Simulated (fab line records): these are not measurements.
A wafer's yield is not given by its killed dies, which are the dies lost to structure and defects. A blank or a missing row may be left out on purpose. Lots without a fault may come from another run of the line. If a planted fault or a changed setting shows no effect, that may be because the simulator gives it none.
Matching of chambers | flow n5-finfet | N5_BEOL_M8_ETCH_62 on rie-diel-02: 4 sister chambers
The step etches SOC in N2/H2, target depth 110 nm, overetch 22 nm, time 165 s. 20 wafers are shown with their chamber, then 10 later ones without.

EACH WAFER AND ITS CHAMBER
wafer  | chamber | showerhead-plenum-p-Torr (Torr) | drypump-motor-current-A (A) | throttle-valve-pct (%)
L074.4 | 1       | 2.64                            | 5.7                         | 18.18
L074.5 | 1       | 2.64                            | 5.7                         | 18.21
L074.6 | 0       | 2.71                            | 5.2                         | 17.86
L076.2 | 3       | 2.54                            | 5.8                         | 17.88
L076.4 | 2       | 2.60                            | 5.4                         | 17.89
L076.6 | 0       | 2.70                            | 5.2                         | 17.87
L075.2 | 1       | 2.63                            | 5.7                         | 18.19
L075.3 | 2       | 2.60                            | 5.4                         | 17.92
L075.4 | 0       | 2.70                            | 5.3                         | 17.87
L078.3 | 1       | 2.63                            | 5.7                         | 18.22
L078.4 | 3       | 2.53                            | 5.8                         | 17.89
L078.5 | 2       | 2.60                            | 5.4                         | 17.91
L083.2 | 0       | 2.70                            | 5.2                         | 17.88
L083.4 | 1       | 2.62                            | 5.7                         | 18.23
L083.5 | 3       | 2.53                            | 5.9                         | 17.92
L085.2 | 1       | 2.62                            | 5.7                         | 18.24
L085.4 | 2       | 2.60                            | 5.4                         | 17.51
L085.6 | 1       | 2.62                            | 5.6                         | 18.23
L089.1 | 2       | 2.59                            | 5.4                         | 17.51
L089.3 | 3       | 2.52                            | 5.8                         | 17.97

SIGNATURES, as means of the wafers listed above
reading                  | chamber 0 | chamber 1 | chamber 2 | chamber 3 | scatter within a chamber
showerhead-plenum-p-Torr | 2.7025    | 2.6286    | 2.5980    | 2.5300    | 0.00725
drypump-motor-current-A  | 5.225     | 5.686     | 5.400     | 5.825     | 0.0384
throttle-valve-pct       | 17.8700   | 18.2143   | 17.7480   | 17.9150   | 0.111
Rule: a wafer's distance from a chamber is the root of the sum, over the readings, of the square of ((its reading less the chamber's mean) divided by the reading's scatter). If the next closest chamber is less than 2 further off than the closest, the wafer can't be placed; otherwise it belongs to the closest. The scatter: take each reading less its chamber's mean, square it, sum over the shown wafers, divide by the number of wafers less the number of chambers, and take the root.

WAFERS WHOSE CHAMBER IS MISSING
wafer  | showerhead-plenum-p-Torr (Torr) | drypump-motor-current-A (A) | throttle-valve-pct (%)
L089.5 | 2.59                            | 5.4                         | 17.54
L090.2 | 2.59                            | 5.4                         | 17.53
L090.3 | 2.52                            | 5.9                         | 17.95
L090.4 | 2.69                            | 5.2                         | 17.94
L092.1 | 2.59                            | 5.4                         | 17.52
L092.3 | 2.52                            | 5.9                         | 17.95
L092.6 | 2.62                            | 5.7                         | 18.26
L094.1 | 2.62                            | 5.7                         | 18.26
L094.2 | 2.59                            | 5.4                         | 17.52
L094.5 | 2.62                            | 5.7                         | 18.26

EACH ONE'S CHAMBER
wafer  | from the rows above | in truth
L089.5 | 2                   | 2
L090.2 | 2                   | 2
L090.3 | 3                   | 3
L090.4 | 0                   | 0
L092.1 | 2                   | 2
L092.3 | 3                   | 3
L092.6 | 1                   | 1
L094.1 | 1                   | 1
L094.2 | 2                   | 2
L094.5 | 1                   | 1
10 of 10 placed correctly. Can't be placed from these rows: 0. Number placed wrongly: 0.
